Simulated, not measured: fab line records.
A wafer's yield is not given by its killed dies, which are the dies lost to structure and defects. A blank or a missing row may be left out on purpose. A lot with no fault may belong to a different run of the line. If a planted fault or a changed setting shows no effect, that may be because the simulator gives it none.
Problem report in the 8D (eight disciplines) form, filled by code    flow n5_finfet    the parts of the form that need people (team, actions taken, sign-off) are left out

## 1. THE PROBLEM
etch_rf_on_time_s at N5_BEOL_M8_ETCH_65 reads a mean of 44.7 s on 2 wafers of 2 lots; wafers without a fault read 26.0 s with a standard deviation of 0.59. That puts it +32 standard deviations away from the usual mean.
The step: etches SiARC in CF4, target depth 15.6 nm, time 26 s.
First seen on wafer L857.5, day 12 11:10, on rie_diel-03. Wafers with a number at this step in the record: 30, from 10 lots. The rule behind "out" and "out of limits": a value lying over 4 standard deviations away from the usual mean. Any other wafer with a number is counted as sound.

## 2. WHAT IT IS, AND WHAT IT ISN'T
question                     is                 is not
which readings at this step  etch_rf_on_time_s  cf4_flow_sccm, drypump_motor_current_A, rf_vpp_V, showerhead_plenum_p_Torr, throttle_valve_pct
which lots                   L857, L860         L847, L849, L850, L864, L865, L866, L868, L869
which wafers of those lots   L857.5, L860.2     L857.3, L857.6, L860.3, L860.4
read on which tools          rie_diel-03        rie_diel-04, rie_diel-06
when                         from day 12 11:10  up to then (11 sound wafers); but 17 sound wafers of L860, L864, L865, L866, L868, L869 came after

## 3. WHAT RULES OUT EACH SUSPECT
Counting: if a tool at a process step up to the reading ran every lot that is out, it stays a suspect. Sound lots after the first of them don't rule it out here, since some wafers of a struck lot are sound.
- rie_diel-03 at N5_BEOL_M8_DESCUM_33 (chemistry O2, time 7 s): kept. It ran every lot that is out, first L857 (day 12 11:07); its last sound lot up to then is L849 (day 9 16:34).
- rie_diel-03 at N5_BEOL_M8_ETCH_65 (etches SiARC in CF4, target depth 15.6 nm, time 26 s): kept. It ran every lot that is out, first L857 (day 12 11:10); its last sound lot up to then is L849 (day 9 16:38). Its own readings are out on those wafers: etch_rf_on_time_s.
The count leaves rie_diel-03 at N5_BEOL_M8_ETCH_65 and rie_diel-03 at N5_BEOL_M8_DESCUM_33.

## 4. THE CAUSE (what the simulator had put in)
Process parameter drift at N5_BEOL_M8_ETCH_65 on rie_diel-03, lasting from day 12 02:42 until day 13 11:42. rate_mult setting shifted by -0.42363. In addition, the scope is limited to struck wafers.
This tool is one of the 2 suspects left after counting.

## 5. THE CHAIN OF EFFECTS, in route order
One row per reading whose mean, taken over the struck wafers that have a number, lies over 3 standard deviations from the usual. Only readings whose record carries a usual standard deviation are examined. hours: median over the lots of the time between each lot's start at the first step of this table that gives one and its start at this step. sigmas: the change, counted in usual standard deviations.
hours  step                reading            usual   on struck wafers  change  sigmas
0      N5_BEOL_M8_ETCH_65  etch_rf_on_time_s  26.0 s  44.7              +18.7   +32
It contains these process steps:
- N5_BEOL_M8_ETCH_65: etches SiARC in CF4, target depth 15.6 nm, time 26 s.

## 6. HOW IT WOULD HAVE BEEN CAUGHT EARLIER
In this record the first reading out of limits was taken at day 12 11:10, 8 hours after the fault began at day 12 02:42.
